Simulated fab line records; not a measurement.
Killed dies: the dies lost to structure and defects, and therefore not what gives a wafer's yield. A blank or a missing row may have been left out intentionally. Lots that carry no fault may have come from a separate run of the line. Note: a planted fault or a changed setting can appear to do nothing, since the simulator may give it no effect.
Chamber matching | flow nand-harc | pecvd-04 running NHARC_A_STAIRCASE_DEP_259: 3 sister chambers
The step deposits SiON, target thk 30 nm. 6 wafers are shown with their chamber, then 9 later ones without.

## EACH WAFER AND ITS CHAMBER
wafer  | chamber | heater-power-w (W)
L080.5 | 1       | 676
L082.2 | 0       | 626
L082.6 | 0       | 623
L083.2 | 2       | 687
L083.4 | 1       | 646
L083.5 | 2       | 691

## WAFERS WHOSE CHAMBER IS MISSING
wafer  | heater-power-w (W)
L089.2 | 709
L089.3 | 622
L089.4 | 630
L095.1 | 709
L095.4 | 701
L095.5 | 786
L097.2 | 612
L097.3 | 856
L097.5 | 859

## EACH ONE'S CHAMBER
wafer  | from the rows above | in truth
L089.2 | 2                   | 2
L089.3 | 0                   | 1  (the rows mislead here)
L089.4 | 0                   | 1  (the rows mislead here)
L095.1 | 2                   | 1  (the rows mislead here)
L095.4 | 2                   | 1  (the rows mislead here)
L095.5 | 2                   | 2
L097.2 | 0                   | 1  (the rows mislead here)
L097.3 | 2                   | 2
L097.5 | 2                   | 2
4 of 9 placed correctly. Left unplaced by these rows: 0. Wrongly placed: 5.
How it was worked out, from the rows above alone: a wafer's distance from a chamber is the root of the sum, over the readings, of the square of ((its reading less the chamber's mean) divided by the reading's scatter). If the next closest chamber is less than 2 further off than the closest, the wafer can't be placed; otherwise it belongs to the closest. A chamber's mean is the mean of its shown wafers. The scatter: take each reading less its chamber's mean, square it, sum over the shown wafers, divide by the number of wafers less the number of chambers, and take the root.
